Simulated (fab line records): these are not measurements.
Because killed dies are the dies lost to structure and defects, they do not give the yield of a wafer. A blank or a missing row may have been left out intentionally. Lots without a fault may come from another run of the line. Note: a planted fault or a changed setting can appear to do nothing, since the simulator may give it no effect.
Which tool did it? | flow nand harc | Sampling: 12 lots, 36 wafers, 4 of 1302 route steps

WHAT EACH GAUGE READ, for each wafer
NHARC_P_STI_CD_MEAS_16.
lot  | measured     | on        | cd nm (nm)
L858 | day 2 20:58  | cd sem-01 | 198.5 200.9 200.0
L859 | day 3 08:47  | cd sem-02 | 196.8 197.9 196.6
L862 | day 4 13:04  | cd sem-03 | 194.6 198.2 197.3
L863 | day 4 22:13  | cd sem-03 | 197.0 196.1 195.5
L864 | day 5 08:02  | cd sem-03 | 199.1 198.3 201.3
L868 | day 6 23:38  | cd sem-03 | 196.1 197.9 196.3
L869 | day 7 13:10  | cd sem-02 | 198.2 200.7 198.4
L876 | day 10 07:29 | cd sem-01 | 200.5 198.7 197.6
L878 | day 11 05:11 | cd sem-01 | 198.2 201.8 199.4
L879 | day 11 15:06 | cd sem-02 | 200.0 200.7 204.3
L880 | day 12 01:52 | cd sem-03 | 201.0 199.6 199.5
L881 | day 12 11:07 | cd sem-01 | 196.1 196.3 197.5

NHARC_P_GATE_CD_MEAS_46 targets a cd of 720 nm.
lot  | measured     | on        | cd nm (nm)
L858 | day 5 17:46  | cd sem-01 | 720.7 719.4 719.9
L859 | day 5 21:25  | cd sem-01 | 722.4 722.8 721.6
L862 | day 7 10:30  | cd sem-03 | 721.2 720.9 720.5
L863 | day 7 17:37  | cd sem-03 | 721.6 721.7 721.0
L864 | day 8 01:39  | cd sem-03 | 721.7 720.9 720.7
L868 | day 9 13:37  | cd sem-02 | 713.8 714.2 713.1
L869 | day 10 04:13 | cd sem-03 | 711.2 712.4 712.8
L876 | day 13 00:11 | cd sem-02 | 720.2 719.7 717.9
L878 | day 13 19:57 | cd sem-01 | 721.5 721.1 722.0
L879 | day 14 04:10 | cd sem-01 | 721.6 720.5 722.2
L880 | day 14 23:56 | cd sem-02 | 719.6 720.7 721.4
L881 | day 14 23:33 | cd sem-02 | 721.5 721.2 720.3

TOOL THAT RAN EACH LOT (tool first, then ch and the chambers of the sampled wafers, then the start)
lot  | NHARC_P_STI_CMP_21            | NHARC_P_GATE_PEB_44
L858 | cmp-02 ch 0,3, day 3 17:49    | litho track-05 ch 0, day 5 17:40
L859 | cmp-04 ch 0,1,2, day 4 02:20  | litho track-03 ch 0, day 5 21:19
L862 | cmp-04 ch 0,2,3, day 5 09:07  | litho track-07 ch 0, day 7 10:24
L863 | cmp-02 ch 1,2,3, day 5 17:13  | litho track-05 ch 0, day 7 17:32
L864 | cmp-04 ch 0,1,2, day 6 02:53  | litho track-07 ch 0, day 8 01:33
L868 | cmp-02 ch 1,2, day 7 20:00    | litho track-07 ch 0, day 9 13:32
L869 | cmp-04 ch 1,2,3, day 8 06:56  | litho track-07 ch 0, day 10 04:07
L876 | cmp-03 ch 1,3, day 11 02:11   | litho track-07 ch 0, day 13 00:05
L878 | cmp-04 ch 0,2,3, day 11 23:29 | litho track-07 ch 0, day 13 19:52
L879 | cmp-02 ch 0,1, day 12 09:02   | litho track-05 ch 0, day 14 04:04
L880 | cmp-02 ch 2,3, day 12 20:46   | litho track-05 ch 0, day 14 23:50
L881 | cmp-04 ch 0,3, day 13 04:19   | litho track-07 ch 0, day 14 23:28
- NHARC_P_STI_CMP_21: polishes, t overpolish 20 s, target thk 380.67 nm.
- NHARC_P_GATE_PEB_44: peb time 85 s.

AS READ BY THE TOOLS THEMSELVES (means over the sampled wafers that have a number; for cases with no such wafer, the mark the record gives instead)
NHARC_P_STI_CMP_21.
lot  | tool   | motor current A (A) | overpolish run s (s)
L858 | cmp-02 | 12.5                | 19.997
L859 | cmp-04 | 12.6                | 20.004
L862 | cmp-04 | 11.0                | 20.004
L863 | cmp-02 | 13.1                | 20.008
L864 | cmp-04 | 12.4                | 19.990
L868 | cmp-02 | 12.8                | 19.995
L869 | cmp-04 | 12.2                | 19.998
L876 | cmp-03 | 14.1                | 20.001
L878 | cmp-04 | 11.3                | 20.000
L879 | cmp-02 | 12.1                | 20.007
L880 | cmp-02 | 14.0                | 19.999
L881 | cmp-04 | 10.3                | 19.998

NHARC_P_GATE_PEB_44.
lot  | tool           | chill plate temp C (C) | heater power total W (W) | plate temp C (C)
L858 | litho track-05 | 23.05                  | 163.79                   | 117.90
L859 | litho track-03 | 22.96                  | 164.02                   | 118.12
L862 | litho track-07 | 22.97                  | 163.90                   | 117.96
L863 | litho track-05 | 22.94                  | 164.16                   | 117.99
L864 | litho track-07 | 23.03                  | 163.87                   | 118.09
L868 | litho track-07 | 23.04                  | 157.10                   | 114.26
L869 | litho track-07 | 22.91                  | 157.13                   | 114.37
L876 | litho track-07 | 23.03                  | 163.86                   | 117.90
L878 | litho track-07 | 22.98                  | 163.75                   | 117.97
L879 | litho track-05 | 23.08                  | 163.89                   | 118.02
L880 | litho track-05 | 23.03                  | 163.81                   | 118.02
L881 | litho track-07 | 22.93                  | 164.10                   | 117.95

THE ANSWER, worked out from the rows above alone
Rule: the usual values come from the lots themselves. Put in order of their means at a reading, lots are off if they are a third of the lots or fewer, leave a main group of 4 or more, and stand apart from it by a gap of 3 or more times the standard deviation of the main group's means; of several such gaps the widest counts. A main group is skipped when, at the precision printed for the reading in the tables above, its means are all equal. Also off: a lot with no number at a reading for which 4 or more lots have one. Where the step has rows for the other lots, those lots are counted as sound. The gauges are gone through in route order, then the tools' own readings, and for those a lot's mean is taken as printed above. The first step at which some lot is off is used, and at that step the reading that is off furthest; a lot without a number counts as furthest.
Off: L868, L869, at NHARC_P_GATE_CD_MEAS_46 (cd nm). Main group: mean 720.9 nm, sd 0.8.
A tool fits if, at a process step before that reading, it ran every lot that is off, and no sound lot after the first of them. The gauges at NHARC_P_GATE_CD_MEAS_46 aren't tried: what is off there is off at NHARC_P_GATE_PEB_44 too, on other tools, and a gauge's error can't cause that. Not one of the candidates tried fits.

WHAT WAS PUT IN BY THE SIMULATOR
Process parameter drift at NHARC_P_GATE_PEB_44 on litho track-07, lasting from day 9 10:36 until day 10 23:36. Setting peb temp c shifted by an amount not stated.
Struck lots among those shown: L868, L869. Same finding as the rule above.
